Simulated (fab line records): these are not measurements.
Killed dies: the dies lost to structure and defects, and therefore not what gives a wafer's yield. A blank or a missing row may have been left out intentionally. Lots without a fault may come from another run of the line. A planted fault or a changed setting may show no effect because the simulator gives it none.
Chamber matching ; flow nand harc ; NHARC_THIN_TSV_ETCHBACK_48 on rie diel-04 has 4 sister chambers
The step etches the open film in C4F8/Ar, target depth 1028.5 nm, time 405.17 s. 7 wafers are shown with their chamber, then 7 later ones without.

## WAFERS, EACH WITH ITS CHAMBER
wafer;chamber;rf vpp V (V);oes product au (a.u.)
L133.3;0;547;0.91
L133.5;3;543;0.93
L139.3;3;542;0.97
L147.3;1;543;0.95
L147.6;2;551;0.94
L148.1;1;544;0.99
L148.2;2;553;0.98

## WAFERS WHOSE CHAMBER IS MISSING
wafer;rf vpp V (V);oes product au (a.u.)
L148.6;543;1.01
L154.2;542;1.00
L154.3;544;0.98
L154.4;551;0.98
L155.2;541;0.97
L155.3;544;0.95
L155.6;542;0.98

## WHICH CHAMBER EACH WENT THROUGH
wafer;from the rows above;in truth
L148.6;can't be placed: 1 or 3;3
L154.2;can't be placed: 1 or 3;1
L154.3;can't be placed: 1 or 3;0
L154.4;2;2
L155.2;can't be placed: 3 or 1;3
L155.3;can't be placed: 1 or 3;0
L155.6;can't be placed: 3 or 1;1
Correctly placed: 1 of 7. Not placeable from these rows: 6 (in 4, the candidates include the true chamber). Placed wrongly: 0.
How it was worked out, from the rows above alone: a wafer's distance from a chamber is the root of the sum, over the readings, of the square of ((its reading less the chamber's mean) divided by the reading's scatter). The wafer belongs to the nearest chamber; if the next one is less than 2 further off, it can't be placed. Each chamber's mean is taken over the wafers shown for it. How the scatter is found: for the shown wafers, subtract from each reading the mean of its chamber, square and add these, divide the total by (wafers less chambers), then take the root.
